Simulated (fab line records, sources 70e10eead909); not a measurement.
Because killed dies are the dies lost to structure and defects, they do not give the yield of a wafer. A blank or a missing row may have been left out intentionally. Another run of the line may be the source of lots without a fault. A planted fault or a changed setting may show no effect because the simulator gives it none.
Matching of chambers -- flow nand-harc -- NHARC_A_CONTACT_DEP_29 on pecvd-04: 3 sister chambers
The step deposits SiON, target thk 70 nm. 18 wafers are shown with their chamber, then 9 later ones without.

== WAFERS, EACH WITH ITS CHAMBER ==
wafer,chamber,heater-power-w (W)
L074.2,0,720
L074.3,1,776
L074.5,2,822
L078.2,1,683
L078.3,2,776
L078.6,2,791
L079.1,1,773
L079.3,1,784
L079.6,2,829
L081.2,0,692
L081.4,0,702
L081.5,2,836
L080.2,1,699
L080.3,2,785
L080.4,2,793
L087.1,0,754
L087.4,0,761
L087.5,1,766

SIGNATURES (averages over the wafers above)
reading,chamber 0,chamber 1,chamber 2,scatter within a chamber
heater-power-w,725.80,746.83,804.57,33.5
Rule: a wafer's distance from a chamber is the root of the sum, over the readings, of the square of ((its reading less the chamber's mean) divided by the reading's scatter). The wafer belongs to the nearest chamber; if the next one is less than 2 further off, it can't be placed. The scatter: the root of (the sum of the squares of (reading less its chamber's mean) over the shown wafers, divided by (wafers less chambers)).

== WAFERS WITH NO CHAMBER GIVEN ==
wafer,heater-power-w (W)
L090.1,699
L090.5,709
L090.6,786
L092.1,716
L092.2,710
L092.5,841
L096.1,749
L096.3,674
L096.4,752

== THE CHAMBER EACH PASSED THROUGH ==
wafer,from the rows above,in truth
L090.1,can't be placed: 0 or 1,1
L090.5,can't be placed: 0 or 1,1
L090.6,can't be placed: 2 or 1 or 0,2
L092.1,can't be placed: 0 or 1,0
L092.2,can't be placed: 0 or 1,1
L092.5,can't be placed: 2 or 1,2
L096.1,can't be placed: 1 or 0 or 2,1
L096.3,can't be placed: 0 or 1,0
L096.4,can't be placed: 1 or 0 or 2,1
Correct placement for 0 of the 9. Cannot be placed on the basis of these rows: 9; the candidates contain the true chamber in 9. Number placed wrongly: 0.
